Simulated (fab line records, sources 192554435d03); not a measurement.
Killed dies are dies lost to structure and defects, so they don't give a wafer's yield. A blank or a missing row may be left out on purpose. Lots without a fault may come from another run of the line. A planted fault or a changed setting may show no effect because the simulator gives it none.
Chamber matching | flow n5_finfet | N5_BEOL_M9_STRIP_36 on rie_diel-03: 4 sister chambers
The step strips in N2/H2. 4 wafers are shown with their chamber, then 7 later ones without.

WAFERS WITH THEIR CHAMBER
wafer  | chamber | showerhead_plenum_p_Torr (Torr)
L083.4 | 3       | 2.52
L083.6 | 0       | 2.60
L086.2 | 1       | 2.42
L086.3 | 2       | 2.58

WAFERS WITHOUT THEIR CHAMBER
wafer  | showerhead_plenum_p_Torr (Torr)
L086.5 | 2.42
L085.1 | 2.58
L085.2 | 2.51
L085.5 | 2.60
L094.2 | 2.42
L094.4 | 2.59
L094.5 | 2.42

WHICH CHAMBER EACH WENT THROUGH
wafer  | from the rows above     | in truth
L086.5 | 1                       | 1
L085.1 | 2                       | 2
L085.2 | 3                       | 3
L085.5 | 0                       | 0
L094.2 | 1                       | 1
L094.4 | can't be placed: 2 or 0 | 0
L094.5 | 1                       | 1
Placed correctly: 6 of 7. Can't be placed from these rows: 1 (the true chamber is among the candidates in 1). Placed wrongly: 0.
How it was worked out, from the rows above alone: a wafer's distance from a chamber is the root of the sum, over the readings, of the square of ((its reading less the chamber's mean) divided by the reading's scatter). The wafer belongs to the nearest chamber; if the next one is less than 2 further off, it can't be placed. A chamber's mean is the mean of its shown wafers. The scatter: with one shown wafer a chamber, the root of the mean of the squares of how far each hidden wafer lies from its nearest shown one.
